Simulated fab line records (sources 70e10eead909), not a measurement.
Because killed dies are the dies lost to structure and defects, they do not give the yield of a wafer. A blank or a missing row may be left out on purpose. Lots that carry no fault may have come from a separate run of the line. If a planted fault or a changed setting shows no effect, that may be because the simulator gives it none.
fab line records	flow nand-harc
record lots=15	wafers=45	last-day=32
route steps=1302 shown P_M1@295
lots with no fault: from the same line, run without faults
start-h: the number of hours between the record's first day and the start of the first shown wafer of the lot	wait-h: how many hours have passed since the lot's step before this one	" the same as in the row above	L1.1+2: several wafers, shown together as one row	- no value, or no start was given	* or withheld: withheld	< > ~ a bound
route shown NAME@n: a module of which the file shows steps, and the number in the route of the first	usual: the fault-free wafers' mean and standard deviation	same: alike in all rows	chamber/n: place in a boat	sites: readings site by site	_std_site: how widely they spread, as a standard deviation	_edge_site: inner sites' mean taken away from outer sites' mean	radius-mm: how far each site lies from the wafer's centre	mask NAME#n: copy n	behind: the most recent tool/chamber to have shaped the wafer	hold: cause of the lot's hold/its duration in hours/its outcome	device: the n, p or np transistor that did not switch	end of line: the same wafers' tests at the end of the route	a step without rows: its recipe alone	killed: count of dies lost to structure and defects at first sort (not the wafer's yield)	map: dies across one wafer; x = killed, . = not, _ = none there
set.NAME: the setting as run; set.NAME@STEP: as run at that earlier step	model.NAME: the simulator's own value behind a step, which no gauge read
steps of the route over a sample of lots; a table a step, a row a wafer
services: the hour from which a tool's chamber was out of use, counted from the record's first day as start-h (under 0 if before that day), plus the number of hours and why
## steps
# step NHARC_P_M1_CD_MEAS_09
# recipe target-cd-nm=130	landing-energy-ev=500
# usual cd-nm=130.1/0.53
lot.wafer	tool	chamber	start-h	wait-h	cd-nm
L183.1	cd-sem-02	0	140.57	-	130.6
L183.4	"	0	"	"	129.9
L183.5	"	0	"	"	130.4
L182.1	cd-sem-03	0	141.03	-	130.7
L182.3	"	0	"	"	130.2
L182.5	"	0	"	"	129.9
L186.1	cd-sem-02	0	169.91	-	129.4
L186.3	"	0	"	"	129.7
L186.5	"	0	"	"	130.7
L187.4	cd-sem-02	0	184.36	-	130.1
L187.5	"	0	"	"	129.8
L187.6	"	0	"	"	130.3
L188.2	cd-sem-02	0	200.48	-	129.8
L188.4	"	0	"	"	130.6
L188.5	"	0	"	"	129.0
L189.1	cd-sem-03	0	211.76	-	129.9
L189.2	"	0	"	"	129.7
L189.4	"	0	"	"	130.2
L190.1	cd-sem-02	0	216.53	-	130.4
L190.3	"	0	"	"	130.4
L190.6	"	0	"	"	130.2
L192.4	cd-sem-02	0	231.22	-	130.2
L192.5	"	0	"	"	130.6
L192.6	"	0	"	"	130.5
L191.2	cd-sem-03	0	233.20	-	130.3
L191.5	"	0	"	"	130.0
L191.6	"	0	"	"	130.3
L193.1	cd-sem-02	0	243.17	-	130.3
L193.2	"	0	"	"	130.1
L193.5	"	0	"	"	130.7
L194.1	cd-sem-01	0	252.81	-	130.2
L194.2	"	0	"	"	130.3
L194.6	"	0	"	"	131.0
L197.1	cd-sem-02	0	284.98	-	130.2
L197.2	"	0	"	"	130.0
L197.3	"	0	"	"	130.1
L198.3	cd-sem-03	0	299.46	-	130.2
L198.5	"	0	"	"	129.4
L198.6	"	0	"	"	129.5
L199.1	cd-sem-03	0	301.05	-	129.6
L199.2	"	0	"	"	129.4
L199.4	"	0	"	"	129.0
L201.2	cd-sem-03	0	329.01	-	130.3
L201.5	"	0	"	"	130.0
L201.6	"	0	"	"	130.4
# step NHARC_P_M1_ETCH_28
# recipe target-depth-a=300	over-etch-frac=0.3	time-s=72.99	ion-energy-ev=150	cf4-flow-sccm=50	n2-flow-sccm=100	ar-flow-sccm=150	rf-w=300	bias-w=100	chemistry=CF4/N2
# usual bias-w=99.99/0.28	cf4-flow-sccm=49.98/0.15	drypump-motor-current-A=5.7/0.45	n2-flow-sccm=99.98/0.27	oes-product-au=1.000/0.011	rf-vpp-V=315.5/1.6	showerhead-plenum-p-Torr=2.70/0.076	throttle-valve-pct=19.794/0.009
lot.wafer	tool	chamber	start-h	wait-h	bias-w	cf4-flow-sccm	drypump-motor-current-A	n2-flow-sccm	oes-product-au	rf-hours-counter-h	rf-vpp-V	showerhead-plenum-p-Torr	throttle-valve-pct
L183.1	rie-diel-09	1	141.48	-	99.80	49.90	5.2	100.36	1.004	10	316.1	2.74	19.801
L183.4	"	3	"	"	99.56	49.91	6.3	100.11	0.999	-	316.4	2.75	19.781
L183.5	"	1	"	"	100.05	49.95	5.1	100.21	0.992	-	314.9	2.74	19.802
L182.3	rie-diel-07	0	141.91	-	100.31	50.22	6.3	100.25	1.004	4	314.5	2.59	19.796
L182.1	"	1	"	"	100.03	49.74	6.1	99.91	0.998	4	314.5	2.62	19.798
L182.5	"	0	"	"	100.08	50.04	6.3	99.94	1.003	-	312.7	2.59	19.797
L186.3	rie-diel-03	2	170.76	-	99.92	49.99	5.9	99.83	0.999	5	316.9	2.72	19.789
L186.1	"	1	"	"	99.69	49.93	5.5	100.33	0.992	5	315.9	2.62	19.781
L186.5	"	2	"	"	99.99	49.68	5.9	100.05	1.003	-	315.3	2.72	19.791
L187.4	rie-diel-03	3	185.16	-	99.78	49.80	6.0	100.22	0.986	7	315.3	2.67	19.792
L187.5	"	3	"	"	100.37	49.93	6.0	99.68	0.984	-	315.4	2.67	19.793
L187.6	"	0	"	"	99.73	50.11	5.6	99.68	1.008	-	315.5	2.64	19.788
L188.4	rie-diel-03	0	201.29	-	99.97	50.09	5.6	99.92	1.008	8	314.7	2.64	19.792
L188.2	"	2	"	"	100.01	50.02	5.9	100.19	1.008	9	316.9	2.72	19.806
L188.5	"	0	"	"	100.04	49.95	5.6	100.10	1.013	-	312.4	2.64	19.788
L189.2	rie-diel-09	2	212.57	-	100.08	50.01	5.2	100.21	1.021	3	316.3	2.82	19.808
L189.1	"	0	"	"	99.83	49.96	6.5	100.03	1.008	3	317.7	2.79	19.798
L189.4	"	1	"	"	99.93	49.95	5.2	99.95	1.002	3	315.5	2.74	19.770
L190.1	rie-diel-07	3	217.35	-	99.92	49.94	5.0	99.76	1.014	29	313.3	2.62	19.799
L190.3	"	0	"	"	100.29	49.98	6.3	100.12	1.014	32	312.9	2.58	19.801
L190.6	"	2	"	"	99.68	49.96	5.4	100.22	1.010	-	318.5	2.80	19.785
L192.4	rie-diel-09	2	232.03	-	100.42	49.89	5.2	99.94	1.013	5	316.7	2.82	19.780
L192.5	"	3	"	"	99.66	49.86	6.3	99.96	0.990	-	317.0	2.75	19.809
L192.6	"	0	"	"	99.99	49.87	6.5	99.73	1.000	-	317.4	2.79	19.790
L191.2	rie-diel-09	3	234.01	-	100.08	50.06	6.3	99.65	0.988	5	315.9	2.75	19.793
L191.6	"	2	"	"	99.92	50.21	5.2	99.77	1.013	-	316.7	2.82	19.810
L191.5	"	3	"	"	99.75	49.92	6.2	99.55	0.987	-	315.7	2.75	19.792
L193.2	rie-diel-09	1	243.97	-	100.11	49.91	5.2	100.06	1.000	4	315.5	2.74	19.788
L193.1	"	2	"	"	100.06	50.10	5.2	99.87	1.018	5	316.1	2.82	19.795
L193.5	"	2	"	"	100.24	50.03	5.2	99.98	1.002	-	318.5	2.82	19.808
L194.2	rie-diel-03	2	253.64	-	99.74	49.94	5.9	99.97	1.005	12	315.9	2.72	19.802
L194.1	"	0	"	"	99.59	49.63	5.6	99.58	0.996	11	314.5	2.64	19.787
L194.6	"	2	"	"	99.74	49.83	5.9	100.00	1.001	-	314.7	2.72	19.788
L197.3	rie-diel-07	2	285.78	-	-	-	-	-	-	-	-	-	-
L197.2	"	3	"	"	-	-	-	-	-	-	-	-	-
L197.1	"	1	"	"	-	-	-	-	-	-	-	-	-
L198.3	rie-diel-09	0	300.52	-	-	-	-	-	-	-	-	-	-
L198.5	"	1	"	"	-	-	-	-	-	-	-	-	-
L198.6	"	2	"	"	-	-	-	-	-	-	-	-	-
L199.1	rie-diel-09	1	301.90	-	-	-	-	-	-	-	-	-	-
L199.2	"	2	"	"	-	-	-	-	-	-	-	-	-
L199.4	"	3	"	"	-	-	-	-	-	-	-	-	-
L201.2	rie-diel-03	1	329.81	-	100.14	50.06	5.5	99.66	1.001	3	313.6	2.61	19.798
L201.6	"	1	"	"	100.00	49.90	5.6	99.65	1.001	-	315.3	2.61	19.790
L201.5	"	2	"	"	100.00	50.04	5.9	99.94	1.010	-	316.0	2.72	19.803
# step NHARC_P_M1_PRE_CLEAN_30
# recipe time-s=30	temp-c=280	gas=H2/He
# usual heater-power-w=416/31
lot.wafer	tool	chamber	start-h	wait-h	heater-power-w
L183.4	pvd-sputter-03	-	-	-	377
L183.1	"	-	"	"	386
L183.5	"	-	"	"	374
L182.1	pvd-sputter-01	-	-	-	448
L182.3	"	-	"	"	444
L182.5	"	-	"	"	451
L186.1	pvd-sputter-02	-	-	-	486
L186.3	"	-	"	"	389
L186.5	"	-	"	"	468
L187.4	pvd-sputter-01	-	-	-	456
L187.6	"	-	"	"	408
L187.5	"	-	"	"	437
L188.2	pvd-sputter-01	-	-	-	418
L188.4	"	-	"	"	411
L188.5	"	-	"	"	437
L189.1	pvd-sputter-01	-	-	-	423
L189.4	"	-	"	"	407
L189.2	"	-	"	"	403
L190.1	pvd-sputter-01	-	-	-	420
L190.3	"	-	"	"	456
L190.6	"	-	"	"	422
L192.4	pvd-sputter-03	-	-	-	385
L192.5	"	-	"	"	401
L192.6	"	-	"	"	386
L191.2	pvd-sputter-03	-	-	-	402
L191.6	"	-	"	"	389
L191.5	"	-	"	"	390
L193.1	pvd-sputter-03	-	-	-	441
L193.2	"	-	"	"	389
L193.5	"	-	"	"	376
L194.2	pvd-sputter-03	-	-	-	391
L194.1	"	-	"	"	387
L194.6	"	-	"	"	391
L197.2	pvd-sputter-01	-	-	-	409
L197.3	"	-	"	"	404
L197.1	"	-	"	"	432
L198.3	pvd-sputter-02	-	-	-	483
L198.6	"	-	"	"	512
L198.5	"	-	"	"	373
L199.1	pvd-sputter-01	-	-	-	407
L199.4	"	-	"	"	398
L199.2	"	-	"	"	411
L201.2	pvd-sputter-01	-	-	-	393
L201.5	"	-	"	"	404
L201.6	"	-	"	"	413
# step NHARC_P_M1_PVD_20
# recipe target-thk-a=50	bias-v=168.6	power-w=15000	chamber-pressure-pa=0.12	time-s=8.06	substrate-temp-c=50	material=TaN
# usual throttle-valve-pct=29.9/1.5
lot.wafer	tool	chamber	start-h	wait-h	throttle-valve-pct
L183.1	pvd-sputter-03	-	-	-	29.6
L183.4	"	-	"	"	33.4
L183.5	"	-	"	"	29.6
L182.3	pvd-sputter-01	-	-	-	29.6
L182.1	"	-	"	"	27.8
L182.5	"	-	"	"	29.5
L186.3	pvd-sputter-02	-	-	-	28.2
L186.1	"	-	"	"	29.0
L186.5	"	-	"	"	28.9
L187.4	pvd-sputter-01	-	-	-	27.9
L187.5	"	-	"	"	29.3
L187.6	"	-	"	"	27.7
L188.2	pvd-sputter-01	-	-	-	29.4
L188.4	"	-	"	"	30.2
L188.5	"	-	"	"	29.6
L189.4	pvd-sputter-01	-	-	-	29.6
L189.2	"	-	"	"	29.4
L189.1	"	-	"	"	27.8
L190.3	pvd-sputter-01	-	-	-	28.0
L190.1	"	-	"	"	29.8
L190.6	"	-	"	"	27.9
L192.4	pvd-sputter-03	-	-	-	30.1
L192.6	"	-	"	"	29.0
L192.5	"	-	"	"	29.9
L191.2	pvd-sputter-03	-	-	-	30.1
L191.5	"	-	"	"	30.7
L191.6	"	-	"	"	28.7
L193.1	pvd-sputter-03	-	-	-	29.8
L193.2	"	-	"	"	33.4
L193.5	"	-	"	"	28.7
L194.1	pvd-sputter-03	-	-	-	30.0
L194.2	"	-	"	"	28.7
L194.6	"	-	"	"	30.0
L197.2	pvd-sputter-01	-	-	-	27.3
L197.3	"	-	"	"	30.5
L197.1	"	-	"	"	30.0
L198.3	pvd-sputter-02	-	-	-	29.2
L198.5	"	-	"	"	28.8
L198.6	"	-	"	"	29.6
L199.1	pvd-sputter-01	-	-	-	30.4
L199.4	"	-	"	"	29.6
L199.2	"	-	"	"	29.9
L201.2	pvd-sputter-01	-	-	-	30.0
L201.5	"	-	"	"	30.0
L201.6	"	-	"	"	27.6
## services
tool	chamber	start-h	hours	kind
rie-diel-07	-	120.08	9.0	pm
rie-diel-09	0	122.10	-	clean
rie-diel-09	1	122.10	-	clean
rie-diel-09	2	122.10	-	clean
rie-diel-09	3	122.10	-	clean
rie-diel-03	0	136.18	7.2	repair
rie-diel-09	0	138.83	13.4	repair
rie-diel-09	-	143.10	9.0	pm
rie-diel-09	1	143.10	9.0	vent-cycle
rie-diel-09	2	143.10	9.0	vent-cycle
rie-diel-09	3	159.32	17.5	repair
pvd-sputter-03	-	170.08	10.0	pm
pvd-sputter-01	-	173.35	2.5	repair
rie-diel-09	2	190.39	6.3	repair
rie-diel-09	1	190.47	4.5	repair
pvd-sputter-03	-	244.73	0.9	repair
pvd-sputter-01	-	270.67	10.0	pm
rie-diel-07	0	274.93	4.5	repair
pvd-sputter-02	-	280.70	3.1	repair
rie-diel-03	-	281.30	9.0	pm
rie-diel-07	-	297.08	9.0	pm
rie-diel-07	3	308.00	21.3	repair
pvd-sputter-02	-	313.33	8.5	repair
rie-diel-09	-	320.10	9.0	pm
## key
first-sign step=NHARC_P_M1_ETCH_28	reading=tool-record	direction=missing
effect none on later readings
met-at NHARC_P_M1_ETCH_28
struck-lots L197,L198,L199
later-rows-left-out L197.1,L197.2,L197.3,L198.3,L198.5,L198.6,L199.1,L199.2,L199.4
sort-left-out L197.1,L197.2,L197.3,L198.3,L198.5,L198.6,L199.1,L199.2,L199.4
not-acting-at NHARC_P_M1_CD_MEAS_09,NHARC_P_M1_PRE_CLEAN_30,NHARC_P_M1_PVD_20
onset-between 243.97 285.78
fault kind=skipped-step-whole	tool=rie-diel-07,rie-diel-09	chamber=-	onset-h=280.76	steps=NHARC_P_M1_ETCH_28	scope=struck-lots-only
# sort-left-out: the simulated sort isn't trusted on such a fault, so these wafers' sort isn't shown, and their yield isn't known
# later-rows-left-out: the simulator's readings of these wafers behind a module that went badly wrong aren't trusted and aren't shown, but for the sort
